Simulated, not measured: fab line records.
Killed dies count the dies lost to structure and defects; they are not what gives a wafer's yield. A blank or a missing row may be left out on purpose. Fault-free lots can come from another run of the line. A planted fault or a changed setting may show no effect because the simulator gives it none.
Matching of chambers ; flow nand-harc ; 4 sister chambers for NHARC_A_STAIRCASE_ETCH_292 on rie-diel-11
The step etches the open film in CF4/CHF3. 18 wafers are shown with their chamber, then 9 later ones without.

## WAFERS, EACH WITH ITS CHAMBER
wafer;chamber;drypump-motor-current-A (A);showerhead-plenum-p-Torr (Torr);rf-vpp-V (V)
L074.2;0;6.2;1.67;374.2
L074.3;1;6.1;1.46;366.2
L074.5;3;5.8;1.54;368.4
L077.1;2;5.4;1.69;373.9
L077.2;0;6.2;1.67;373.3
L077.5;3;5.9;1.54;368.4
L078.2;2;5.5;1.68;373.7
L078.5;2;5.5;1.68;374.3
L078.6;3;5.9;1.54;368.8
L080.2;3;5.9;1.54;368.7
L080.3;1;6.1;1.70;375.1
L080.5;1;6.1;1.70;374.1
L082.2;3;5.9;1.54;370.0
L082.5;1;6.1;1.70;375.1
L082.6;2;5.5;1.68;374.2
L083.1;3;5.9;1.54;369.5
L083.4;2;5.4;1.68;374.3
L083.6;0;6.3;1.66;373.2

SIGNATURES (means of the wafers above)
reading;chamber 0;chamber 1;chamber 2;chamber 3;scatter within a chamber
drypump-motor-current-A;6.233;6.100;5.460;5.883;0.0439
showerhead-plenum-p-Torr;1.6667;1.6400;1.6820;1.5400;0.0556
rf-vpp-V;373.567;372.625;374.080;368.967;2.05
Rule: a wafer lies at a distance from a chamber equal to the root of the sum of squares, over the readings, of (its reading less the chamber's mean, divided by the reading's scatter). If the next closest chamber is less than 2 further off than the closest, the wafer can't be placed; otherwise it belongs to the closest. The scatter is the square root of a quotient: the sum, over the shown wafers, of each reading's squared deviation from its chamber's mean, divided by wafers minus chambers.

## WAFERS WHOSE CHAMBER IS MISSING
wafer;drypump-motor-current-A (A);showerhead-plenum-p-Torr (Torr);rf-vpp-V (V)
L088.1;5.9;1.53;369.8
L088.4;6.1;1.69;375.5
L088.5;5.5;1.68;375.0
L091.2;6.2;1.66;373.9
L091.5;6.1;1.69;374.2
L091.6;6.3;1.66;372.2
L097.1;5.5;1.67;373.0
L097.3;6.1;1.69;373.3
L097.4;5.8;1.53;369.7

## WHICH CHAMBER EACH WENT THROUGH
wafer;from the rows above;in truth
L088.1;3;3
L088.4;can't be placed: 1 or 0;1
L088.5;2;2
L091.2;can't be placed: 0 or 1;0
L091.5;can't be placed: 1 or 0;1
L091.6;0;0
L097.1;2;2
L097.3;1;1
L097.4;3;3
Correct placement for 6 of the 9. Not placeable from these rows: 3 (in 3, the candidates include the true chamber). 0 placed wrongly.
